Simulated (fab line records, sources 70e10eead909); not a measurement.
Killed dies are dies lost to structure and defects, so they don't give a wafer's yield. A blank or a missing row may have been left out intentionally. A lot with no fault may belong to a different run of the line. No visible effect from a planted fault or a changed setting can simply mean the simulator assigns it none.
fab line records	flow nandHarc
record lots=11	wafers=33	lastDay=24
route steps=1159 shown P_CONTACT@232 P_M0@261 END@1159
lots that met no fault: from a run of the same line without faults
startH: hours from the record's opening day to when the first of the lot's shown wafers began	waitH: hours elapsed since this lot's preceding step	" repeats the value in the row above	L1.1+2: one row covering several wafers at once	- either no value or no given start	* or withheld: withheld	< > ~ a bound
route shown NAME@n: NAME is a module with steps in the file, n the number in the route of the first one	usual: mean and standard deviation over wafers with no fault	same: alike in all rows	chamber/n: place in a boat	sites: per-site readings	_std_site: the values' standard deviation	_edge_site: mean of outer sites minus mean of inner sites	radiusMm: for every site, how far away it sits from the centre of the wafer	mask NAME#n: copy n	behind: the last tool/chamber to shape the wafer	hold: why the lot went on hold/how many hours it stayed there/how the hold came to an end	device: whichever transistor did not switch (one of n, p or np)	end of line: the same wafers' tests at the end of the route	where a step has no rows: the recipe by itself	killed: count of dies lost to structure and defects at first sort (not the wafer's yield)	map: per-die view of a wafer (x killed, . not killed, _ where there is no die)
set.NAME: the setting the step ran with; set.NAME@STEP: the setting that earlier step ran with	model.NAME: the simulator's own value behind a step, which no gauge read
one table for each step of the route and one row for each wafer, over a sample of lots
services: the hour from which a tool's chamber was out of use, counted from the record's first day as startH (under 0 if before that day), plus the number of hours and why
## steps
# step NHARC_P_CONTACT_CD_MEAS_12
# recipe targetCdNm=90	landingEnergyEv=500
# usual cdNm=89.6/0.75
lot.wafer	tool	chamber	startH	waitH	cdNm
L386.2	cdSem-01	0	115.65	-	88.3
L386.3	"	0	"	"	87.8
L386.4	"	0	"	"	89.4
L387.1	cdSem-01	0	118.66	-	89.7
L387.2	"	0	"	"	89.9
L387.4	"	0	"	"	89.4
L388.2	cdSem-01	0	132.11	-	89.9
L388.3	"	0	"	"	89.9
L388.5	"	0	"	"	89.4
L398.2	cdSem-01	0	184.23	-	91.0
L398.3	"	0	"	"	90.1
L398.4	"	0	"	"	89.9
L397.3	cdSem-02	0	186.37	-	90.8
L397.4	"	0	"	"	89.8
L397.5	"	0	"	"	89.4
L400.2	cdSem-03	0	202.31	-	90.1
L400.3	"	0	"	"	89.8
L400.6	"	0	"	"	89.3
L402.2	cdSem-02	0	212.02	-	89.6
L402.3	"	0	"	"	89.2
L402.4	"	0	"	"	89.2
L403.1	cdSem-01	0	218.81	-	89.7
L403.2	"	0	"	"	87.4
L403.4	"	0	"	"	88.6
L405.1	cdSem-02	0	221.89	-	89.1
L405.4	"	0	"	"	89.6
L405.6	"	0	"	"	90.4
L408.2	cdSem-01	0	249.52	-	89.4
L408.3	"	0	"	"	89.3
L408.5	"	0	"	"	89.4
L407.3	cdSem-03	0	250.86	-	90.2
L407.4	"	0	"	"	89.9
L407.6	"	0	"	"	90.5
# step NHARC_P_CONTACT_STRIP_28
# recipe o2FlowSccm=500	arFlowSccm=0	biasW=0	chemistry=O2
# usual drypumpMotorCurrentA=5.7/0.36	oesProductAu=1.001/0.017	rfVppV=58.1/0.97	showerheadPlenumPTorr=3.63/0.12	throttleValvePct=17.036/0.0094
lot.wafer	tool	chamber	startH	waitH	drypumpMotorCurrentA	oesProductAu	rfHoursCounterH	rfVppV	showerheadPlenumPTorr	throttleValvePct
L386.4	rieDiel-13	0	116.78	0.1	6.0	1.005	1	60.4	3.70	17.036
L386.2	"	1	"	"	5.7	1.040	1	57.3	3.68	17.049
L386.3	"	3	"	"	6.4	0.990	1	57.9	3.76	17.021
L387.1	rieDiel-13	0	119.80	0.1	6.1	1.001	1	56.9	3.70	17.047
L387.4	"	1	"	"	5.7	1.043	1	57.6	3.68	17.043
L387.2	"	3	"	"	6.4	1.004	1	57.6	3.76	17.036
L388.3	rieDiel-13	1	133.31	0.1	5.7	1.027	2	58.2	3.68	17.041
L388.2	"	2	"	"	5.6	0.976	2	58.9	3.73	17.044
L388.5	"	0	"	"	6.1	0.992	-	58.3	3.70	17.045
L398.4	rieDiel-07	1	185.36	0.1	5.3	1.013	14	56.5	3.43	17.021
L398.3	"	2	"	"	5.3	1.016	14	59.4	3.62	17.030
L398.2	"	0	"	"	5.5	0.996	14	57.1	3.54	17.046
L397.4	rieDiel-04	1	187.51	0.1	5.8	0.992	25	59.5	3.79	17.033
L397.3	"	2	"	"	5.6	0.998	25	57.7	3.49	17.039
L397.5	"	2	"	"	5.5	0.991	-	57.4	3.49	17.028
L400.3	rieDiel-07	2	203.44	0.1	5.3	1.017	15	56.7	3.62	17.048
L400.2	"	3	"	"	5.3	0.999	15	57.7	3.53	17.027
L400.6	"	2	"	"	5.3	1.016	-	57.9	3.62	17.034
L402.3	rieDiel-13	1	213.17	0.1	5.7	1.030	9	56.3	3.68	17.036
L402.2	"	2	"	"	5.6	0.969	8	59.0	3.72	17.041
L402.4	"	3	"	"	6.4	0.979	10	58.5	3.75	17.026
L403.2	rieDiel-13	1	220.31	0.1	5.7	1.024	10	58.1	3.68	17.023
L403.4	"	2	"	"	5.6	0.962	9	60.4	3.72	17.035
L403.1	"	3	"	"	6.4	0.980	10	56.6	3.75	17.035
L405.4	rieDiel-13	0	223.06	0.1	6.0	0.993	11	57.0	3.70	17.046
L405.1	"	1	"	"	5.7	1.029	11	58.4	3.68	17.027
L405.6	"	1	"	"	5.6	1.027	-	57.6	3.68	17.022
L408.3	rieDiel-07	0	250.65	0.1	5.5	1.005	1	59.5	3.54	17.035
L408.2	"	3	"	"	5.4	0.999	1	58.2	3.53	17.031
L408.5	"	0	"	"	5.5	1.012	-	58.5	3.54	17.051
L407.4	rieDiel-13	2	251.98	0.1	5.7	0.971	11	57.9	3.72	17.052
L407.3	"	0	"	"	6.0	0.999	13	57.9	3.70	17.023
L407.6	"	3	"	"	6.4	0.991	-	58.0	3.75	17.027
# step NHARC_P_M0_PEB_07
# recipe pebTempC=100	pebTimeS=65
# usual heaterPowerTotalW=156.6/0.42	resistLineTempC=23.00/0.094
lot.wafer	tool	chamber	startH	waitH	heaterPowerTotalW	resistLineTempC
L386.2	lithoTrack-01	0	124.03	0.1	156.0	23.02
L386.3	"	0	"	"	156.9	23.04
L386.4	"	0	"	"	156.9	22.94
L387.1	lithoTrack-01	0	124.71	0.1	162.2	22.82
L387.2	"	0	"	"	162.1	22.78
L387.4	"	0	"	"	156.1	22.92
L388.2	lithoTrack-01	0	137.99	0.1	162.5	22.91
L388.3	"	0	"	"	161.6	22.91
L388.5	"	0	"	"	156.1	22.95
L398.2	lithoTrack-04	0	191.10	0.1	156.4	23.03
L398.3	"	0	"	"	156.3	22.99
L398.4	"	0	"	"	156.2	23.05
L397.3	lithoTrack-04	0	192.17	0.0	156.6	23.11
L397.4	"	0	"	"	156.6	23.03
L397.5	"	0	"	"	157.1	23.03
L400.2	lithoTrack-04	0	213.04	0.1	157.1	22.99
L400.3	"	0	"	"	156.0	22.94
L400.6	"	0	"	"	157.2	23.11
L402.2	lithoTrack-06	0	220.19	0.1	157.1	23.07
L402.3	"	0	"	"	157.2	23.17
L402.4	"	0	"	"	156.3	22.93
L403.1	lithoTrack-06	0	226.26	0.1	155.9	22.98
L403.2	"	0	"	"	157.0	23.02
L403.4	"	0	"	"	156.7	23.03
L405.1	lithoTrack-01	0	226.86	0.1	156.0	22.99
L405.4	"	0	"	"	156.1	22.98
L405.6	"	0	"	"	157.1	23.08
L408.2	lithoTrack-04	0	253.50	0.1	156.6	22.96
L408.3	"	0	"	"	156.9	23.10
L408.5	"	0	"	"	156.0	23.11
L407.3	lithoTrack-04	0	255.03	0.1	156.0	22.88
L407.4	"	0	"	"	157.1	22.93
L407.6	"	0	"	"	157.1	22.86
# step NHARC_P_M0_CD_MEAS_09
# recipe targetCdNm=90	landingEnergyEv=500
# usual cdNm=89.8/0.72
lot.wafer	tool	chamber	startH	waitH	cdNm
L386.2	cdSem-03	0	124.11	-	89.8
L386.3	"	0	"	"	89.3
L386.4	"	0	"	"	90.5
L387.1	cdSem-03	0	124.79	-	88.1
L387.2	"	0	"	"	86.9
L387.4	"	0	"	"	90.7
L388.2	cdSem-03	0	138.07	-	88.5
L388.3	"	0	"	"	87.7
L388.5	"	0	"	"	90.0
L398.2	cdSem-02	0	191.18	-	91.0
L398.3	"	0	"	"	89.8
L398.4	"	0	"	"	89.8
L397.3	cdSem-01	0	192.26	-	88.8
L397.4	"	0	"	"	89.2
L397.5	"	0	"	"	89.3
L400.2	cdSem-01	0	213.12	-	90.6
L400.3	"	0	"	"	90.5
L400.6	"	0	"	"	90.3
L402.2	cdSem-02	0	220.27	-	89.4
L402.3	"	0	"	"	90.1
L402.4	"	0	"	"	89.4
L403.1	cdSem-01	0	226.34	-	89.6
L403.2	"	0	"	"	90.5
L403.4	"	0	"	"	89.3
L405.1	cdSem-03	0	226.94	-	91.3
L405.4	"	0	"	"	90.0
L405.6	"	0	"	"	90.4
L408.2	cdSem-02	0	253.58	-	89.2
L408.3	"	0	"	"	89.4
L408.5	"	0	"	"	90.3
L407.3	cdSem-03	0	255.12	-	90.9
L407.4	"	0	"	"	90.8
L407.6	"	0	"	"	90.2
# step NHARC_P_M0_DEGAS_28
# recipe tempC=250	timeS=60
# usual heaterPowerW=317/24
# same timeS=60
lot.wafer	tool	chamber	startH	waitH	heaterPowerW
L386.4	pvdSputter-02	-	125.24	-	330
L386.2	"	-	"	"	298
L386.3	"	-	"	"	296
L387.4	pvdSputter-03	-	125.91	-	308
L387.1	"	-	"	"	302
L387.2	"	-	"	"	356
L388.3	pvdSputter-02	-	139.25	-	290
L388.2	"	-	"	"	331
L388.5	"	-	"	"	303
L398.3	pvdSputter-02	-	192.28	-	304
L398.2	"	-	"	"	335
L398.4	"	-	"	"	294
L397.3	pvdSputter-01	-	193.36	-	338
L397.4	"	-	"	"	283
L397.5	"	-	"	"	356
L400.2	pvdSputter-03	-	214.22	-	307
L400.3	"	-	"	"	350
L400.6	"	-	"	"	307
L402.4	pvdSputter-03	-	221.37	-	312
L402.3	"	-	"	"	366
L402.2	"	-	"	"	348
L403.2	pvdSputter-01	-	227.47	-	326
L403.4	"	-	"	"	295
L403.1	"	-	"	"	349
L405.1	pvdSputter-03	-	228.05	-	309
L405.4	"	-	"	"	349
L405.6	"	-	"	"	310
L408.2	pvdSputter-03	-	254.70	-	312
L408.3	"	-	"	"	349
L408.5	"	-	"	"	323
L407.3	pvdSputter-03	-	256.26	-	361
L407.4	"	-	"	"	344
L407.6	"	-	"	"	357
# step NHARC_END_SORT_01
# recipe tempC=25
# usual defectLimitedYield=96.0/1.3	killedAtArray=24/8.4	killedAtOther=0.7/1.1	killedAtPeriphery=2.9/1.7	killedDies=27/8.6	killedOpen=3.3/1.8	killedShort=1.8/1.4	sort_bin_2_pct=1.3/0.56	sort_bin_3_pct=0.19/0.18	sort_bin_4_pct=2.6/0.84	sortNPass=650/8.6	sortRimYieldPct=96.1/2.3	sortYieldPct=96.0/1.3
# same grossDies=677	sort_bin_5_pct[%]=0	sort_bin_6_pct[%]=0	sort_bin_7_pct[%]=0	sort_bin_8_pct[%]=0	sortRimNGross=106.00
lot.wafer	tool	chamber	startH	waitH	defectLimitedYield[%]	killedAtArray	killedAtOther	killedAtPeriphery	killedDies	killedOpen	killedShort	sort_bin_2_pct[%]	sort_bin_3_pct[%]	sort_bin_4_pct[%]	sortNPass	sortRimYieldPct[%]	sortYieldPct[%]
L386.2	prober-02	0	458.92	2.8	95.4	25	0	6	31	5	0	0.9	0.15	3.5	646	92.5	95.4
L386.3	prober-02	0	459.72	3.1	94.5	34	2	1	37	2	5	1.2	0.74	3.5	640	97.2	94.5
L386.4	prober-02	0	460.52	3.4	96.2	24	0	2	26	4	1	1.2	0.30	2.4	651	91.5	96.2
L387.1	prober-01	0	463.16	2.5	97.8	13	1	1	15	1	3	0.4	0	1.8	662	98.1	97.8
L387.2	prober-01	0	463.96	2.8	97.3	17	0	1	18	6	2	1.2	0	1.5	659	96.2	97.3
L387.4	prober-01	0	465.57	3.4	97.2	16	0	3	19	5	3	0.7	0.15	1.9	658	96.2	97.2
L388.2	prober-01	0	471.78	2.8	95.9	24	1	3	28	3	2	1.3	0.30	2.5	649	99.1	95.9
L388.3	prober-01	0	472.58	3.1	96.8	20	0	2	22	2	1	0.6	0.15	2.5	655	94.3	96.8
L388.5	prober-01	0	474.18	3.7	96.0	23	1	3	27	2	1	1.3	0.30	2.4	650	98.1	96.0
L398.2	prober-01	0	508.73	2.8	95.0	29	4	1	34	1	4	1.0	0.44	3.5	643	94.3	95.0
L398.3	prober-01	0	509.52	3.1	96.5	22	0	2	24	2	0	1.2	0	2.4	653	98.1	96.5
L398.4	prober-01	0	510.31	3.4	95.4	26	1	4	31	4	1	1.6	0.30	2.7	646	97.2	95.4
L400.2	prober-02	0	516.51	2.8	97.3	12	0	6	18	3	4	1.0	0	1.6	659	97.2	97.3
L400.3	prober-02	0	517.30	3.1	97.5	16	0	1	17	8	1	0.4	0	2.1	660	99.1	97.5
L400.6	prober-02	0	519.67	3.9	97.5	13	0	4	17	3	0	1.3	0	1.2	660	95.3	97.5
L397.3	prober-01	0	525.04	3.1	97.2	11	4	4	19	5	1	0.7	0	2.1	658	96.2	97.2
L397.4	prober-01	0	525.85	3.4	97.3	13	4	1	18	2	1	1.2	0.30	1.2	659	100.0	97.3
L397.5	prober-01	0	526.66	3.7	97.8	12	2	1	15	2	1	0.9	0	1.3	662	97.2	97.8
L405.1	prober-02	0	549.33	2.5	94.7	31	1	4	36	4	2	2.1	0.15	3.1	641	94.3	94.7
L405.4	prober-02	0	551.75	3.4	94.1	36	0	4	40	2	3	1.3	0.44	4.1	637	95.3	94.1
L405.6	prober-02	0	553.35	4.0	93.5	39	0	5	44	7	4	3.0	0.30	3.2	633	91.5	93.5
L403.1	prober-01	0	557.15	2.4	94.4	31	1	6	38	8	0	1.6	0.15	3.8	639	97.2	94.4
L403.2	prober-01	0	557.95	2.8	95.0	31	0	3	34	3	3	1.8	0.15	3.1	643	94.3	95.0
L403.4	prober-01	0	559.53	3.4	95.0	27	0	7	34	4	3	1.6	0	3.4	643	94.3	95.0
L402.2	prober-02	0	557.98	2.8	95.7	26	2	1	29	5	3	1.5	0.15	2.7	648	96.2	95.7
L402.3	prober-02	0	558.78	3.1	95.0	32	0	2	34	4	2	2.1	0.30	2.7	643	97.2	95.0
L402.4	prober-02	0	559.58	3.4	95.3	30	1	1	32	2	1	1.0	0.15	3.5	645	99.1	95.3
L408.2	prober-02	0	574.28	2.8	97.3	15	0	3	18	2	2	0.3	0.15	2.2	659	97.2	97.3
L408.3	prober-02	0	575.08	3.1	95.7	25	1	3	29	3	0	1.2	0	3.1	648	98.1	95.7
L408.5	prober-02	0	576.69	3.7	97.3	16	1	1	18	2	1	0.3	0.15	2.2	659	94.3	97.3
L407.3	prober-01	0	576.64	3.1	97.0	17	0	3	20	3	3	1.2	0	1.8	657	100.0	97.0
L407.4	prober-01	0	577.44	3.4	97.0	13	0	7	20	3	4	0.7	0.15	2.1	657	96.2	97.0
L407.6	prober-01	0	579.02	4.0	97.8	12	0	3	15	3	2	0.4	0.15	1.6	662	97.2	97.8
# killed by level:class
L386.2 A_CHANNEL_HOLE_D1:chamberFilmFlake=7 A_CONTACT:chamberFilmFlake=7 A_STAIRCASE:chamberFilmFlake=6 A_CONTACT:geometricParticle:open=2 P_STI:chamberFilmFlake=2 A_ZERO_WELL:chamberFilmFlake=2 P_STI:geometricParticle:open=1 P_GATE:geometricParticle:open=1
L386.3 A_CHANNEL_HOLE_D1:chamberFilmFlake=12 A_STAIRCASE:chamberFilmFlake=8 A_CONTACT:chamberFilmFlake=6 A_ONON_D1:geometricParticle:short=2 A_SLIT:chamberFilmFlake=2 P_STI:geometricParticle:open=1 A_WL_FILL:geometricParticle:short=1 A_CONTACT:geometricParticle:short=1
L386.4 A_STAIRCASE:chamberFilmFlake=8 A_CHANNEL_HOLE_D1:chamberFilmFlake=7 A_SLIT:chamberFilmFlake=3 P_M0:geometricParticle:open=2 A_ZERO_WELL:chamberFilmFlake=2 A_STAIRCASE:geometricParticle:short=1 A_WL_FILL:geometricParticle:open=1 A_CONTACT:geometricParticle:open=1
L387.1 A_SGD_CUT:chamberFilmFlake=4 A_M0:geometricParticle:short=2 A_M0:chamberFilmFlake=2 A_CHANNEL_FILL_D1:geometricParticle:open=1 A_BLC:geometricParticle:short=1 P_ZERO_WELL:chamberFilmFlake=1 A_CHANNEL_FILL_D1:chamberFilmFlake=1 A_STAIRCASE:chamberFilmFlake=1
L387.2 A_SGD_CUT:chamberFilmFlake=4 A_CONTACT:geometricParticle:open=3 A_CONTACT:chamberFilmFlake=3 A_BLC:geometricParticle:short=2 P_GATE:geometricParticle:open=1 A_WL_FILL:geometricParticle:open=1 A_M0:geometricParticle:open=1 A_CHANNEL_FILL_D1:chamberFilmFlake=1
L387.4 A_CONTACT:chamberFilmFlake=4 A_STAIRCASE:chamberFilmFlake=3 A_BLC:geometricParticle:open=2 P_STI:geometricParticle:open=1 P_M1:geometricParticle:short=1 P_M1:geometricParticle:open=1 A_CHANNEL_FILL_D1:geometricParticle:short=1 A_CHANNEL_FILL_D1:geometricParticle:open=1
L388.2 A_SLIT:chamberFilmFlake=11 A_BLC:chamberFilmFlake=4 P_M0:chamberFilmFlake=2 A_CHANNEL_HOLE_D1:chamberFilmFlake=2 A_STAIRCASE:chamberFilmFlake=2 P_CONTACT:geometricParticle:open=1 A_ONON_D1:geometricParticle:short=1 A_SGD_CUT:geometricParticle:short=1
L388.3 A_BLC:chamberFilmFlake=6 A_SLIT:chamberFilmFlake=5 A_CHANNEL_HOLE_D1:chamberFilmFlake=2 A_CONTACT:chamberFilmFlake=2 A_CHANNEL_FILL_D1:geometricParticle:short=1 A_CONTACT:geometricParticle:open=1 A_M0:geometricParticle:open=1 P_ZERO_WELL:chamberFilmFlake=1
L388.5 A_SLIT:chamberFilmFlake=12 A_BLC:chamberFilmFlake=4 A_CHANNEL_HOLE_D1:chamberFilmFlake=3 A_CONTACT:chamberFilmFlake=2 P_CONTACT:geometricParticle:open=1 P_M0:geometricParticle:short=1 A_CONTACT:geometricParticle:open=1 P_ZERO_WELL:chamberFilmFlake=1
L398.2 A_CHANNEL_HOLE_D1:chamberFilmFlake=14 A_CONTACT:chamberFilmFlake=7 THIN_TSV:chamberFilmFlake=4 A_WL_FILL:chamberFilmFlake=2 P_STI:geometricParticle:short=1 A_CHANNEL_FILL_D1:geometricParticle:short=1 A_WL_FILL:geometricParticle:short=1 A_CONTACT:geometricParticle:open=1
L398.3 A_CHANNEL_HOLE_D1:chamberFilmFlake=14 A_CHANNEL_FILL_D1:chamberFilmFlake=2 A_CONTACT:chamberFilmFlake=2 P_M2:geometricParticle:open=1 A_CHANNEL_FILL_D1:geometricParticle:open=1 P_STI:chamberFilmFlake=1 A_ZERO_WELL:chamberFilmFlake=1 A_SLIT:chamberFilmFlake=1
L398.4 A_CHANNEL_HOLE_D1:chamberFilmFlake=16 P_ZERO_WELL:chamberFilmFlake=2 A_CONTACT:chamberFilmFlake=2 P_GATE:geometricParticle:open=1 A_ONON_D1:geometricParticle:open=1 A_ONON_D1:geometricParticle:short=1 A_SGD_CUT:geometricParticle:open=1 A_CONTACT:geometricParticle:open=1
L400.2 P_GATE:chamberFilmFlake=3 A_CHANNEL_HOLE_D1:chamberFilmFlake=3 A_SOURCE_PLATE:geometricParticle:short=2 A_BLC:geometricParticle:open=2 A_CONTACT:chamberFilmFlake=2 P_CONTACT:geometricParticle:short=1 P_M1:geometricParticle:open=1 A_WL_FILL:geometricParticle:short=1
L400.3 A_CHANNEL_HOLE_D1:chamberFilmFlake=6 A_CONTACT:geometricParticle:open=4 P_M1:geometricParticle:open=1 A_ONON_D1:geometricParticle:short=1 A_CHANNEL_HOLE_D1:geometricParticle:open=1 A_WL_FILL:geometricParticle:open=1 A_M0:geometricParticle:open=1 A_CHANNEL_FILL_D1:chamberFilmFlake=1
L400.6 A_CHANNEL_HOLE_D1:chamberFilmFlake=5 P_GATE:chamberFilmFlake=4 A_CONTACT:chamberFilmFlake=3 A_ONON_D1:geometricParticle:open=1 A_WL_FILL:geometricParticle:open=1 A_CONTACT:geometricParticle:open=1 A_CHANNEL_FILL_D1:chamberFilmFlake=1 A_STAIRCASE:chamberFilmFlake=1
L397.3 THIN_TSV:chamberFilmFlake=4 P_CONTACT:geometricParticle:open=2 P_GATE:chamberFilmFlake=2 A_STAIRCASE:chamberFilmFlake=2 A_SLIT:chamberFilmFlake=2 A_CONTACT:chamberFilmFlake=2 A_ONON_D1:geometricParticle:open=1 A_WL_FILL:geometricParticle:short=1
L397.4 A_CHANNEL_HOLE_D1:chamberFilmFlake=4 A_CONTACT:chamberFilmFlake=4 THIN_TSV:chamberFilmFlake=4 A_CHANNEL_FILL_D1:geometricParticle:open=2 A_STAIRCASE:chamberFilmFlake=2 A_ONON_D1:geometricParticle:short=1 P_GATE:chamberFilmFlake=1
L397.5 A_CONTACT:chamberFilmFlake=4 A_STAIRCASE:chamberFilmFlake=3 A_CHANNEL_HOLE_D1:chamberFilmFlake=2 A_ONON_D1:geometricParticle:open=1 A_SGD_CUT:geometricParticle:short=1 P_STI:chamberFilmFlake=1 STARTING-WAFER:geometricParticle:open=1 A_BLC:chamberFilmFlake=1
L405.1 A_CHANNEL_HOLE_D1:chamberFilmFlake=21 A_CONTACT:chamberFilmFlake=5 A_CONTACT:geometricParticle:open=2 P_CONTACT:geometricParticle:open=1 P_CONTACT:geometricParticle:short=1 A_CONTACT:geometricParticle:short=1 THIN_TSV:geometricParticle:open=1 P_STI:chamberFilmFlake=1
L405.4 A_CHANNEL_HOLE_D1:chamberFilmFlake=24 A_CONTACT:chamberFilmFlake=5 A_ZERO_WELL:chamberFilmFlake=3 P_STI:chamberFilmFlake=2 P_CONTACT:geometricParticle:short=1 P_CONTACT:geometricParticle:open=1 A_ONON_D1:geometricParticle:short=1 A_BLC:geometricParticle:short=1
L405.6 A_CHANNEL_HOLE_D1:chamberFilmFlake=23 A_CONTACT:chamberFilmFlake=4 A_CONTACT:geometricParticle:open=3 P_M0:geometricParticle:open=2 P_M2:geometricParticle:short=1 A_CHANNEL_HOLE_D1:geometricParticle:short=1 A_CHANNEL_HOLE_D1:geometricParticle:open=1 A_CHANNEL_FILL_D1:geometricParticle:short=1
L403.1 A_CHANNEL_HOLE_D1:chamberFilmFlake=19 A_CONTACT:chamberFilmFlake=5 P_M0:geometricParticle:open=2 A_WL_FILL:geometricParticle:open=2 P_GATE:chamberFilmFlake=2 P_M0:chamberFilmFlake=2 A_CHANNEL_FILL_D1:geometricParticle:open=1 A_CONTACT:geometricParticle:open=1
L403.2 A_CHANNEL_HOLE_D1:chamberFilmFlake=20 A_CONTACT:chamberFilmFlake=4 A_WL_FILL:geometricParticle:short=2 A_STAIRCASE:chamberFilmFlake=2 P_M1:geometricParticle:short=1 A_CHANNEL_FILL_D1:geometricParticle:open=1 A_WL_FILL:geometricParticle:open=1 A_CONTACT:geometricParticle:open=1
L402.2 A_CHANNEL_HOLE_D1:chamberFilmFlake=10 A_WL_FILL:chamberFilmFlake=5 A_STAIRCASE:chamberFilmFlake=3 A_CONTACT:geometricParticle:open=2 A_CONTACT:chamberFilmFlake=2 P_BONDPAD:geometricParticle:open=1 A_ONON_D1:geometricParticle:short=1 A_SGD_CUT:geometricParticle:open=1
L402.3 A_CHANNEL_HOLE_D1:chamberFilmFlake=20 A_CONTACT:chamberFilmFlake=4 P_M0:geometricParticle:open=1 A_SOURCE_PLATE:geometricParticle:open=1 A_ONON_D1:geometricParticle:short=1 A_WL_FILL:geometricParticle:open=1 A_WL_FILL:geometricParticle:short=1 A_BLC:geometricParticle:open=1
L403.4 A_CHANNEL_HOLE_D1:chamberFilmFlake=18 P_GATE:chamberFilmFlake=3 A_CHANNEL_HOLE_D1:geometricParticle:open=2 P_M0:chamberFilmFlake=2 A_STAIRCASE:chamberFilmFlake=2 P_M0:geometricParticle:short=1 P_M0:geometricParticle:open=1 A_ONON_D1:geometricParticle:short=1
L402.4 A_CHANNEL_HOLE_D1:chamberFilmFlake=21 A_STAIRCASE:chamberFilmFlake=3 A_CONTACT:chamberFilmFlake=3 P_M0:geometricParticle:open=1 A_SOURCE_PLATE:geometricParticle:open=1 A_SGD_CUT:geometricParticle:short=1 A_WL_FILL:chamberFilmFlake=1 THIN_TSV:chamberFilmFlake=1
L408.2 A_CHANNEL_HOLE_D1:chamberFilmFlake=5 A_CONTACT:chamberFilmFlake=4 P_ZERO_WELL:chamberFilmFlake=3 A_STAIRCASE:chamberFilmFlake=2 A_CHANNEL_HOLE_D1:geometricParticle:open=1 A_M0:geometricParticle:short=1 A_M0:geometricParticle:open=1 A_M1:geometricParticle:short=1
L408.3 A_CHANNEL_HOLE_D1:chamberFilmFlake=12 A_CONTACT:chamberFilmFlake=8 P_ZERO_WELL:chamberFilmFlake=3 A_WL_FILL:geometricParticle:open=2 A_STAIRCASE:chamberFilmFlake=2 A_CHANNEL_FILL_D1:geometricParticle:open=1 THIN_TSV:chamberFilmFlake=1
L407.3 A_CHANNEL_HOLE_D1:chamberFilmFlake=7 A_CONTACT:chamberFilmFlake=4 A_ONON_D1:geometricParticle:short=2 P_M2:chamberFilmFlake=2 P_STI:geometricParticle:open=1 A_WL_FILL:geometricParticle:short=1 A_CONTACT:geometricParticle:open=1 A_M0:geometricParticle:open=1
L408.5 A_CHANNEL_HOLE_D1:chamberFilmFlake=6 A_STAIRCASE:chamberFilmFlake=4 A_CONTACT:chamberFilmFlake=3 A_SLIT:geometricParticle:open=1 A_WL_FILL:geometricParticle:short=1 A_WL_FILL:geometricParticle:open=1 P_ZERO_WELL:chamberFilmFlake=1 THIN_TSV:chamberFilmFlake=1
L407.4 P_M2:chamberFilmFlake=5 A_CONTACT:chamberFilmFlake=4 A_CHANNEL_HOLE_D1:chamberFilmFlake=3 P_CONTACT:geometricParticle:short=1 P_M2:geometricParticle:open=1 A_ONON_D1:geometricParticle:open=1 A_ONON_D1:geometricParticle:short=1 A_CHANNEL_HOLE_D1:geometricParticle:short=1
L407.6 A_CONTACT:chamberFilmFlake=4 P_M2:chamberFilmFlake=2 A_CHANNEL_HOLE_D1:chamberFilmFlake=2 P_CONTACT:geometricParticle:open=1 A_SOURCE_PLATE:geometricParticle:short=1 A_CHANNEL_FILL_D1:geometricParticle:short=1 A_WL_FILL:geometricParticle:open=1 A_CONTACT:geometricParticle:open=1
## services
tool	chamber	startH	hours	kind
lithoTrack-01	-	93.00	7.0	pm
rieDiel-04	0	95.90	7.0	repair
rieDiel-13	-	99.00	9.0	pm
rieDiel-13	0	99.00	9.0	ventCycle
rieDiel-13	1	99.00	9.0	ventCycle
rieDiel-13	2	99.00	9.0	ventCycle
rieDiel-13	3	99.00	9.0	ventCycle
pvdSputter-03	-	102.02	10.0	pm
rieDiel-04	3	110.05	6.1	repair
rieDiel-04	-	111.99	9.0	pm
lithoTrack-06	-	117.00	7.0	pm
pvdSputter-03	-	136.77	1.8	repair
rieDiel-04	-	138.46	0.2	repair
lithoTrack-04	-	141.00	7.0	pm
rieDiel-13	3	146.36	1.2	repair
rieDiel-04	0	147.18	2.9	repair
pvdSputter-01	-	158.00	10.0	pm
rieDiel-13	2	160.93	7.9	repair
rieDiel-04	0	181.57	2.0	repair
rieDiel-07	0	187.91	1.2	repair
pvdSputter-03	-	201.02	6.9	repair
pvdSputter-02	-	206.51	0.8	repair
pvdSputter-02	-	214.01	10.0	pm
rieDiel-07	-	228.20	9.0	pm
## key
firstSign step=NHARC_P_M0_PEB_07	reading=heaterPowerTotalW	direction=up	sigmas=13	usual=*	struck=*
effect step=NHARC_P_M0_CD_MEAS_09	reading=cdNm	direction=down	sigmas=2.7	usual=89.8	struck=87.8
metAt NHARC_P_M0_PEB_07
struckLots L387,L388
struckWafers L387.1,L387.2,L388.2,L388.3
notActingAt NHARC_P_CONTACT_CD_MEAS_12,NHARC_P_CONTACT_STRIP_28,NHARC_P_M0_DEGAS_28
onsetBetween 124.03 124.71
fault kind=processParameterDrift	tool=lithoTrack-01	chamber=-	onsetH=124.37	steps=NHARC_P_M0_PEB_07	channel=pebTimeS	offset=*	shape=step	endH=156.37	scope=struckWafersOnly	actsIn=*	stated=*
